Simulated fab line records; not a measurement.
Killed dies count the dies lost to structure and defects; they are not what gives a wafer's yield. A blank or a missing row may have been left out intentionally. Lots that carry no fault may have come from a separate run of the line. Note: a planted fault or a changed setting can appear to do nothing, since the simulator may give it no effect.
Struck lot and sound lot, side by side + flow nand_harc + 15 out of 1302 route steps
Sound: these wafers, L983.1, L983.4, L983.6. The struck wafers were L992.1, L992.2, L992.4. The cause is given at the end.
Per side, at each step with rows, come the tool, then ch with its chambers, and then its first start. Under that, the readings that differ: sound wafers + struck wafers + difference of the means + sigmas: that difference in standard deviations of wafers without a fault.
alike: readings with means less than 2 such deviations apart, plus words and numbers identical on both sides. not compared: withheld readings, readings lacking a value on some wafer, bounds such as >300 that could conceal the same value, and numbers that have no deviation in the record and whose values overlap.
Wherever a step has rows on one side only, a row that says differs or no value, or a row with sigmas, the two part there. Numbers that have no deviation but don't overlap get no sigmas and don't part them. A reading missing from all wafers of one side parts the sides only when that side holds two or more wafers.

first, 8 steps without rows for these wafers: NHARC_P_CONTACT_COAT_33 (time 75 s); NHARC_P_CONTACT_COAT_34 (time 65 s); NHARC_P_CONTACT_COAT_06 (resist thk 90 nm); NHARC_P_CONTACT_SOFTBAKE_07 (time 55 s); NHARC_P_CONTACT_EBR_08; NHARC_P_CONTACT_EXPOSE_09 (exposes mask P CA, target cd 90 nm); NHARC_P_CONTACT_PEB_10 (peb time 65 s); NHARC_P_CONTACT_DEVELOP_11 (develop time 35 s).
NHARC_P_CONTACT_CD_MEAS_12: target cd 90 nm.
  sound on cd_sem-01 ch 0, day 7 03:25; struck on cd_sem-02 ch 0, day 10 21:11
  alike: cd_nm
NHARC_P_CONTACT_OVL_MEAS_13:
  sound on overlay-01 at day 7 03:31; struck on overlay-02 at day 10 21:16
  alike: overlay_x_nm, overlay_y_nm
NHARC_P_CONTACT_INSPECT_14:
  sound on defect_inspect-01 at day 7 03:32; struck on defect_inspect-01 at day 10 21:19
  alike: raw_defect_count
NHARC_P_CONTACT_DESCUM_17: chemistry O2, time 3 s.
  sound on rie_diel-13 ch 1,2,3, day 7 03:38; struck on rie_diel-13 ch 0,2,3, day 10 21:23
  alike: drypump_motor_current_A, oes_product_au, rf_vpp_V, showerhead_plenum_p_Torr, throttle_valve_pct
  not compared: rf_hours_counter_h
NHARC_P_CONTACT_ETCH_35: etches the open film in CF4, target depth 39 nm, time 65 s.
  sound on rie_diel-13 ch 0,2,3, day 7 03:43; struck on rie_diel-13 ch 1,2,3, day 10 21:27
  no value came back on the struck wafers for any of 7 readings (bias_w (W), cf4_flow_sccm (sccm) and others); on the sound wafers bias_w (W) reads 99.89 100.51 100.00
  not compared: rf_hours_counter_h
NHARC_P_CONTACT_ETCH_36: etches the open film in N2/H2, target depth 260 nm, time 406.25 s.
  sound on rie_diel-13 ch 0,1,2; struck on rie_diel-13 ch 0,1,3, day 10 21:33
  alike: bias_w, chamber_pressure_mTorr, drypump_motor_current_A, oes_product_au, rf_vpp_V, showerhead_plenum_p_Torr, throttle_valve_pct
  not compared: rf_hours_counter_h
-- break in the record here, with 19 days between the starts of the struck wafers on either side (left off in module P_CONTACT, picked up again in module END, where the first step shown is number 1302 on the route) --
NHARC_END_SORT_01:
  at this point the record logs the struck wafers (prober-02 ch 0, day 29 13:07) and has no rows for the sound ones

## WHERE THEY PART
Last at NHARC_END_SORT_01 as far as this record goes, first at NHARC_P_CONTACT_ETCH_35.

WHY: whatever the simulator had introduced
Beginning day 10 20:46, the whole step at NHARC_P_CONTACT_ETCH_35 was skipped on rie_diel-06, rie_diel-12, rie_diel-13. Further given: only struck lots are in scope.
